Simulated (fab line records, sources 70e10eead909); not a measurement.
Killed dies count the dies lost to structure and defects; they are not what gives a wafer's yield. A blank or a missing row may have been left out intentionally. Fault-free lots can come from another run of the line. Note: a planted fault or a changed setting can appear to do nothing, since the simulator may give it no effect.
Matching of chambers	flow nandHarc	4 sister chambers for NHARC_A_CHANNEL_FILL_D2_ALD_25 on aldHk-01
The step deposits SiOx, target thk 60 nm, pulse time 10 s, ald cycles 600. 4 wafers are shown with their chamber, then 11 later ones without.

EACH WAFER AND ITS CHAMBER
wafer	chamber	heaterPowerW (W)
L080.6	1	481
L082.5	2	439
L085.2	3	529
L087.3	0	480

WAFERS MISSING THEIR CHAMBER
wafer	heaterPowerW (W)
L087.4	480
L087.6	472
L089.1	470
L089.3	521
L089.4	493
L091.1	438
L091.3	480
L091.4	520
L097.3	514
L097.2	470
L097.5	435

WHICH CHAMBER EACH WENT THROUGH
wafer	from the rows above	in truth
L087.4	can't be placed: 0 or 1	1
L087.6	can't be placed: 0 or 1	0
L089.1	can't be placed: 0 or 1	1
L089.3	3	3
L089.4	can't be placed: 1 or 0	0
L091.1	2	2
L091.3	can't be placed: 0 or 1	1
L091.4	3	3
L097.3	3	3
L097.2	can't be placed: 0 or 1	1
L097.5	2	2
5 of 11 placed correctly. Unplaceable from these rows: 6, with the true chamber sitting among the candidates in 6. Wrongly placed: 0.
How it was worked out, from the rows above alone: a wafer's distance from a chamber is the root of the sum, over the readings, of the square of ((its reading less the chamber's mean) divided by the reading's scatter). The wafer belongs to the nearest chamber; if the next one is less than 2 further off, it can't be placed. A chamber's mean is the mean of its shown wafers. The scatter (one wafer shown for each chamber): square how far every hidden wafer sits from the nearest shown wafer, average those squares and take the square root.
